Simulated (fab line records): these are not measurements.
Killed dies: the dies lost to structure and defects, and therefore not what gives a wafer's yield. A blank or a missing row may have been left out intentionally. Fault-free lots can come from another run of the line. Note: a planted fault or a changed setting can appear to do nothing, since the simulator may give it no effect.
Which tool did it? || flow nand harc || 11 lots, 33 wafers sampled, at 7 steps of a route of 1302

== WHAT EACH GAUGE READ, for each wafer ==
NHARC_P_BONDPAD_THK_MEAS_20: measures by xrf.
{"lot": "L432", "measured": "day 7 23:02", "on": "film metro-01", "thk nm (nm)": "161.6 161.1 160.7"}
{"lot": "L433", "measured": "day 8 12:20", "on": "film metro-02", "thk nm (nm)": "160.7 160.4 161.2"}
{"lot": "L434", "measured": "day 9 01:32", "on": "film metro-01", "thk nm (nm)": "161.6 161.1 158.7"}
{"lot": "L435", "measured": "day 9 06:04", "on": "film metro-01", "thk nm (nm)": "159.6 162.1 158.4"}
{"lot": "L436", "measured": "day 9 15:53", "on": "film metro-02", "thk nm (nm)": "159.6 160.3 160.7"}
{"lot": "L438", "measured": "day 10 17:37", "on": "film metro-02", "thk nm (nm)": "160.8 161.0 161.3"}
{"lot": "L446", "measured": "day 13 23:01", "on": "film metro-02", "thk nm (nm)": "160.8 161.2 161.0"}
{"lot": "L447", "measured": "day 14 03:53", "on": "film metro-02", "thk nm (nm)": "161.1 160.9 160.8"}
{"lot": "L449", "measured": "day 15 12:52", "on": "film metro-02", "thk nm (nm)": "160.7 160.5 159.1"}
{"lot": "L451", "measured": "day 16 00:10", "on": "film metro-02", "thk nm (nm)": "160.8 160.8 159.3"}
{"lot": "L452", "measured": "day 16 15:37", "on": "film metro-01", "thk nm (nm)": "159.8 159.9 160.4"}

NHARC_A_ZERO_WELL_INSPECT_17.
{"lot": "L432", "measured": "day 8 02:11", "on": "defect inspect-01", "raw defect count": "6 5 9"}
{"lot": "L433", "measured": "day 8 15:20", "on": "defect inspect-01", "raw defect count": "13 12 8"}
{"lot": "L434", "measured": "day 9 04:32", "on": "defect inspect-01", "raw defect count": "13 5 10"}
{"lot": "L435", "measured": "day 9 09:08", "on": "defect inspect-02", "raw defect count": "18 15 12"}
{"lot": "L436", "measured": "day 9 18:44", "on": "defect inspect-02", "raw defect count": "17 6 7"}
{"lot": "L438", "measured": "day 10 20:40", "on": "defect inspect-02", "raw defect count": "10 462 15"}
{"lot": "L446", "measured": "day 14 02:00", "on": "defect inspect-01", "raw defect count": "11 9 10"}
{"lot": "L447", "measured": "day 14 06:52", "on": "defect inspect-02", "raw defect count": "5 6 7"}
{"lot": "L449", "measured": "day 15 15:51", "on": "defect inspect-02", "raw defect count": "5 14 19"}
{"lot": "L451", "measured": "day 16 03:09", "on": "defect inspect-02", "raw defect count": "7 9 10"}
{"lot": "L452", "measured": "day 16 18:35", "on": "defect inspect-02", "raw defect count": "6 5 4"}

NHARC_A_SOURCE_PLATE_INSPECT_08.
{"lot": "L432", "measured": "day 9 00:16", "on": "defect inspect-01", "raw defect count": "70 55 76"}
{"lot": "L433", "measured": "day 9 11:11", "on": "defect inspect-01", "raw defect count": "56 61 68"}
{"lot": "L434", "measured": "day 10 05:04", "on": "defect inspect-01", "raw defect count": "37 43 61"}
{"lot": "L435", "measured": "day 10 05:02", "on": "defect inspect-02", "raw defect count": "47 65 36"}
{"lot": "L436", "measured": "day 10 14:47", "on": "defect inspect-02", "raw defect count": "33 31 20"}
{"lot": "L438", "measured": "day 11 16:40", "on": "defect inspect-01", "raw defect count": "55 522 77"}
{"lot": "L446", "measured": "day 14 23:12", "on": "defect inspect-02", "raw defect count": "50 46 28"}
{"lot": "L447", "measured": "day 15 03:19", "on": "defect inspect-02", "raw defect count": "48 88 46"}
{"lot": "L449", "measured": "day 16 12:32", "on": "defect inspect-01", "raw defect count": "58 46 56"}
{"lot": "L451", "measured": "day 16 23:47", "on": "defect inspect-02", "raw defect count": "45 59 41"}
{"lot": "L452", "measured": "day 17 14:24", "on": "defect inspect-02", "raw defect count": "20 34 27"}

NHARC_END_SORT_01.
{"lot": "L438", "measured": "day 28 06:49", "on": "prober-02", "killed at array": "57 125 55", "killed at other": "3 1 2", "killed at periphery": "6 4 5", "killed dies": "66 130 62", "killed open": "3 4 3", "killed short": "2 0 2"}

== TOOL THAT RAN EACH LOT (tool first, then ch and the chambers of the sampled wafers, then the start) ==
{"lot": "L432", "NHARC_P_BONDPAD_STRIP_15": "rie diel-08 ch 1,2, day 7 21:05", "NHARC_A_ZERO_WELL_ETCH_19": "rie diel-09 ch 1,3, day 8 00:57", "NHARC_A_ZERO_WELL_ETCH_13": "rie si-02 ch 0,2,3, day 8 01:05"}
{"lot": "L433", "NHARC_P_BONDPAD_STRIP_15": "rie diel-12 ch 0,2,3, day 8 10:22", "NHARC_A_ZERO_WELL_ETCH_19": "rie diel-09 ch 1,2,3, day 8 14:07", "NHARC_A_ZERO_WELL_ETCH_13": "rie si-03 ch 0,1,2, day 8 14:15"}
{"lot": "L434", "NHARC_P_BONDPAD_STRIP_15": "rie diel-05 ch 2,3, day 8 23:34", "NHARC_A_ZERO_WELL_ETCH_19": "rie diel-09 ch 1,2,3, day 9 03:19", "NHARC_A_ZERO_WELL_ETCH_13": "rie si-02 ch 1,3, day 9 03:26"}
{"lot": "L435", "NHARC_P_BONDPAD_STRIP_15": "rie diel-05 ch 0,2,3, day 9 04:07", "NHARC_A_ZERO_WELL_ETCH_19": "rie diel-09 ch 1,2,3, day 9 07:55", "NHARC_A_ZERO_WELL_ETCH_13": "rie si-05 ch 1,3, day 9 08:02"}
{"lot": "L436", "NHARC_P_BONDPAD_STRIP_15": "rie diel-05 ch 0,3, day 9 13:54", "NHARC_A_ZERO_WELL_ETCH_19": "rie diel-09 ch 0,2,3, day 9 17:32", "NHARC_A_ZERO_WELL_ETCH_13": "rie si-02 ch 0,3, day 9 17:38"}
{"lot": "L438", "NHARC_P_BONDPAD_STRIP_15": "rie diel-12 ch 0,1,2, day 10 15:39", "NHARC_A_ZERO_WELL_ETCH_19": "rie diel-09 ch 1,2,3, day 10 19:23", "NHARC_A_ZERO_WELL_ETCH_13": "rie si-02 ch 0,2,3, day 10 19:31"}
{"lot": "L446", "NHARC_P_BONDPAD_STRIP_15": "rie diel-08 ch 1,2,3, day 13 21:03", "NHARC_A_ZERO_WELL_ETCH_19": "rie diel-09 ch 0,3, day 14 00:47", "NHARC_A_ZERO_WELL_ETCH_13": "rie si-03 ch 0,1,2, day 14 00:56"}
{"lot": "L447", "NHARC_P_BONDPAD_STRIP_15": "rie diel-12 ch 0,2, day 14 01:56", "NHARC_A_ZERO_WELL_ETCH_19": "rie diel-02 ch 0,1,2, day 14 05:38", "NHARC_A_ZERO_WELL_ETCH_13": "rie si-02 ch 1,3, day 14 05:46"}
{"lot": "L449", "NHARC_P_BONDPAD_STRIP_15": "rie diel-12 ch 0,1,3, day 15 10:53", "NHARC_A_ZERO_WELL_ETCH_19": "rie diel-02 ch 0,1,3, day 15 14:39", "NHARC_A_ZERO_WELL_ETCH_13": "rie si-02 ch 1,2, day 15 14:45"}
{"lot": "L451", "NHARC_P_BONDPAD_STRIP_15": "rie diel-05 ch 1,2,3, day 15 22:13", "NHARC_A_ZERO_WELL_ETCH_19": "rie diel-09 ch 0,1,2, day 16 01:56", "NHARC_A_ZERO_WELL_ETCH_13": "rie si-05 ch 0,1,3, day 16 02:04"}
{"lot": "L452", "NHARC_P_BONDPAD_STRIP_15": "rie diel-05 ch 0,3, day 16 13:40", "NHARC_A_ZERO_WELL_ETCH_19": "rie diel-09 ch 0,2,3, day 16 17:23", "NHARC_A_ZERO_WELL_ETCH_13": "rie si-02 ch 2,3, day 16 17:29"}
- NHARC_P_BONDPAD_STRIP_15: strips in O2.
- NHARC_A_ZERO_WELL_ETCH_19: etches the open film in N2/H2, target depth 80 nm, overetch 24 nm, time 87.88 s.
- NHARC_A_ZERO_WELL_ETCH_13: etches the open film in HBr/Cl2, target depth 120 nm, time 40.1 s.

== WHAT THE TOOLS THEMSELVES READ (means of the sampled wafers that have a number; where no wafer has one, the mark that the record gives instead) ==
NHARC_P_BONDPAD_STRIP_15.
{"lot": "L432", "tool": "rie diel-08", "drypump motor current A (A)": 5.2, "oes product au (a.u.)": 1.009, "rf vpp V (V)": 57.7, "showerhead plenum p Torr (Torr)": 3.50, "throttle valve pct (%)": 17.038}
{"lot": "L433", "tool": "rie diel-12", "drypump motor current A (A)": 5.1, "oes product au (a.u.)": 0.987, "rf vpp V (V)": 58.1, "showerhead plenum p Torr (Torr)": 3.62, "throttle valve pct (%)": 17.038}
{"lot": "L434", "tool": "rie diel-05", "drypump motor current A (A)": 5.7, "oes product au (a.u.)": 1.003, "rf vpp V (V)": 58.8, "showerhead plenum p Torr (Torr)": 3.77, "throttle valve pct (%)": 17.039}
{"lot": "L435", "tool": "rie diel-05", "drypump motor current A (A)": 5.8, "oes product au (a.u.)": 0.985, "rf vpp V (V)": 57.9, "showerhead plenum p Torr (Torr)": 3.64, "throttle valve pct (%)": 17.040}
{"lot": "L436", "tool": "rie diel-05", "drypump motor current A (A)": 5.9, "oes product au (a.u.)": 0.994, "rf vpp V (V)": 57.7, "showerhead plenum p Torr (Torr)": 3.51, "throttle valve pct (%)": 17.048}
{"lot": "L438", "tool": "rie diel-12", "drypump motor current A (A)": 5.4, "oes product au (a.u.)": 0.987, "rf vpp V (V)": 57.5, "showerhead plenum p Torr (Torr)": 3.58, "throttle valve pct (%)": 17.043}
{"lot": "L446", "tool": "rie diel-08", "drypump motor current A (A)": 5.5, "oes product au (a.u.)": 1.007, "rf vpp V (V)": 58.1, "showerhead plenum p Torr (Torr)": 3.60, "throttle valve pct (%)": 17.039}
{"lot": "L447", "tool": "rie diel-12", "drypump motor current A (A)": 5.0, "oes product au (a.u.)": 0.996, "rf vpp V (V)": 58.3, "showerhead plenum p Torr (Torr)": 3.60, "throttle valve pct (%)": 17.037}
{"lot": "L449", "tool": "rie diel-12", "drypump motor current A (A)": 5.5, "oes product au (a.u.)": 0.996, "rf vpp V (V)": 58.0, "showerhead plenum p Torr (Torr)": 3.59, "throttle valve pct (%)": 17.033}
{"lot": "L451", "tool": "rie diel-05", "drypump motor current A (A)": 5.8, "oes product au (a.u.)": 1.001, "rf vpp V (V)": 59.5, "showerhead plenum p Torr (Torr)": 3.70, "throttle valve pct (%)": 17.031}
{"lot": "L452", "tool": "rie diel-05", "drypump motor current A (A)": 5.9, "oes product au (a.u.)": 1.004, "rf vpp V (V)": 57.4, "showerhead plenum p Torr (Torr)": 3.51, "throttle valve pct (%)": 17.035}

NHARC_A_ZERO_WELL_ETCH_19.
{"lot": "L432", "tool": "rie diel-09", "drypump motor current A (A)": 5.9, "oes product au (a.u.)": 1.006, "rf vpp V (V)": 430.9, "showerhead plenum p Torr (Torr)": 2.08, "throttle valve pct (%)": 14.168}
{"lot": "L433", "tool": "rie diel-09", "drypump motor current A (A)": 5.7, "oes product au (a.u.)": 0.993, "rf vpp V (V)": 430.4, "showerhead plenum p Torr (Torr)": 2.02, "throttle valve pct (%)": 14.165}
{"lot": "L434", "tool": "rie diel-09", "drypump motor current A (A)": 5.6, "oes product au (a.u.)": 1.005, "rf vpp V (V)": 430.5, "showerhead plenum p Torr (Torr)": 2.02, "throttle valve pct (%)": 14.172}
{"lot": "L435", "tool": "rie diel-09", "drypump motor current A (A)": 5.6, "oes product au (a.u.)": 1.009, "rf vpp V (V)": 430.4, "showerhead plenum p Torr (Torr)": 2.02, "throttle valve pct (%)": 14.168}
{"lot": "L436", "tool": "rie diel-09", "drypump motor current A (A)": 5.3, "oes product au (a.u.)": 0.990, "rf vpp V (V)": 429.4, "showerhead plenum p Torr (Torr)": 2.00, "throttle valve pct (%)": 14.167}
{"lot": "L438", "tool": "rie diel-09", "drypump motor current A (A)": 5.7, "oes product au (a.u.)": 1.005, "rf vpp V (V)": 429.5, "showerhead plenum p Torr (Torr)": 2.02, "throttle valve pct (%)": 14.169}
{"lot": "L446", "tool": "rie diel-09", "drypump motor current A (A)": 5.2, "oes product au (a.u.)": 1.002, "rf vpp V (V)": 431.5, "showerhead plenum p Torr (Torr)": 2.04, "throttle valve pct (%)": 14.173}
{"lot": "L447", "tool": "rie diel-02", "drypump motor current A (A)": 5.3, "oes product au (a.u.)": 1.012, "rf vpp V (V)": 430.9, "showerhead plenum p Torr (Torr)": 2.05, "throttle valve pct (%)": 14.173}
{"lot": "L449", "tool": "rie diel-02", "drypump motor current A (A)": 5.6, "oes product au (a.u.)": 0.994, "rf vpp V (V)": 433.2, "showerhead plenum p Torr (Torr)": 2.12, "throttle valve pct (%)": 14.168}
{"lot": "L451", "tool": "rie diel-09", "drypump motor current A (A)": 5.3, "oes product au (a.u.)": 1.007, "rf vpp V (V)": 429.6, "showerhead plenum p Torr (Torr)": 2.01, "throttle valve pct (%)": 14.168}
{"lot": "L452", "tool": "rie diel-09", "drypump motor current A (A)": 5.3, "oes product au (a.u.)": 0.994, "rf vpp V (V)": 429.4, "showerhead plenum p Torr (Torr)": 2.00, "throttle valve pct (%)": 14.174}

NHARC_A_ZERO_WELL_ETCH_13.
{"lot": "L432", "tool": "rie si-02", "drypump motor current A (A)": 5.3, "oes product au (a.u.)": 1.002, "throttle valve pct (%)": 26.406}
{"lot": "L433", "tool": "rie si-03", "drypump motor current A (A)": 5.8, "oes product au (a.u.)": 1.005, "throttle valve pct (%)": 26.411}
{"lot": "L434", "tool": "rie si-02", "drypump motor current A (A)": 6.1, "oes product au (a.u.)": 1.013, "throttle valve pct (%)": 26.401}
{"lot": "L435", "tool": "rie si-05", "drypump motor current A (A)": 6.4, "oes product au (a.u.)": 1.004, "throttle valve pct (%)": 26.402}
{"lot": "L436", "tool": "rie si-02", "drypump motor current A (A)": 5.1, "oes product au (a.u.)": 0.998, "throttle valve pct (%)": 26.410}
{"lot": "L438", "tool": "rie si-02", "drypump motor current A (A)": 5.4, "oes product au (a.u.)": 1.002, "throttle valve pct (%)": 26.401}
{"lot": "L446", "tool": "rie si-03", "drypump motor current A (A)": 5.8, "oes product au (a.u.)": 0.997, "throttle valve pct (%)": 26.402}
{"lot": "L447", "tool": "rie si-02", "drypump motor current A (A)": 6.1, "oes product au (a.u.)": 0.999, "throttle valve pct (%)": 26.410}
{"lot": "L449", "tool": "rie si-02", "drypump motor current A (A)": 5.9, "oes product au (a.u.)": 1.001, "throttle valve pct (%)": 26.401}
{"lot": "L451", "tool": "rie si-05", "drypump motor current A (A)": 5.8, "oes product au (a.u.)": 0.995, "throttle valve pct (%)": 26.409}
{"lot": "L452", "tool": "rie si-02", "drypump motor current A (A)": 5.6, "oes product au (a.u.)": 1.002, "throttle valve pct (%)": 26.404}

== THE ANSWER, worked out from the rows above alone ==
Rule: the lots themselves supply what counts as usual. The widest of any qualifying gaps counts: lots, ordered by their means at a reading, are off when they make up no more than a third of the lots, leave a main group of 4 or more, and stand apart from it by 3 or more times the standard deviation of that group's means. A main group whose means are all the same, to the digits that the tables above print for the reading, isn't used. A lot without any number at a reading at which 4 lots or more have one is off too. All remaining lots with rows at the step are treated as sound. Order of review: gauges by route order, followed by the tools' own readings, for which a lot's mean as printed above is used. The first step at which some lot is off is used, and at that step the reading that is off furthest; a lot without a number counts as furthest.
Off at NHARC_A_ZERO_WELL_INSPECT_17 (raw defect count): L438. Mean 9 and standard deviation 2.9 in the main group.
A tool fits if, at a process step before that reading, it ran every lot that is off, and no sound lot after the first of them. The gauges at NHARC_A_ZERO_WELL_INSPECT_17 aren't tried: what is off there is off at NHARC_A_SOURCE_PLATE_INSPECT_08 too, on other tools, and a gauge's error can't cause that. Not one of the candidates tried fits.

== WHAT THE SIMULATOR HAD INSERTED ==
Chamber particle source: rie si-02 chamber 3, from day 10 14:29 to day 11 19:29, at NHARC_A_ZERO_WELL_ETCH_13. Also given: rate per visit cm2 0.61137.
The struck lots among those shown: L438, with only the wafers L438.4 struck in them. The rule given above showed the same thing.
